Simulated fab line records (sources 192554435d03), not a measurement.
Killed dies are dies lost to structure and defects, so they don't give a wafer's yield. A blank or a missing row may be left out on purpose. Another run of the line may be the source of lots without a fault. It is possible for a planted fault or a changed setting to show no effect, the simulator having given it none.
Matching of chambers | flow n5Finfet | N5_BEOL_M8_CMP_52 on cmp-01 has 4 sister chambers
The step polishes, stops on SiCOH lowk, t overpolish 6.9 s, target thk 80 nm. 4 wafers are shown with their chamber, then 7 later ones without.

## EACH WAFER AND ITS CHAMBER
wafer  | chamber | motorCurrentA (A)
L080.4 | 0       | 6.6
L087.2 | 1       | 4.8
L090.2 | 2       | 6.1
L090.3 | 3       | 4.6

## WAFERS MISSING THEIR CHAMBER
wafer  | motorCurrentA (A)
L090.5 | 6.1
L089.1 | 6.4
L089.3 | 4.5
L089.6 | 4.7
L091.3 | 5.0
L091.4 | 4.9
L091.6 | 6.5

## THE CHAMBER EACH PASSED THROUGH
wafer  | from the rows above     | in truth
L090.5 | 2                       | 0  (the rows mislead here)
L089.1 | can't be placed: 0 or 2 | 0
L089.3 | can't be placed: 3 or 1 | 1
L089.6 | can't be placed: 1 or 3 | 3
L091.3 | can't be placed: 1 or 3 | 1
L091.4 | can't be placed: 1 or 3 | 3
L091.6 | 0                       | 0
Correctly placed: 1 of 7. From these rows, 5 cannot be placed; in 5 the true chamber is one of the candidates. Placed wrongly: 1.
How it was worked out, from the rows above alone: a wafer's distance from a chamber is the root of the sum, over the readings, of the square of ((its reading less the chamber's mean) divided by the reading's scatter). If the next closest chamber is less than 2 further off than the closest, the wafer can't be placed; otherwise it belongs to the closest. Each chamber's mean is taken over the wafers shown for it. The scatter: root of mean squared gap, hidden wafer to nearest shown wafer, with one shown wafer a chamber.
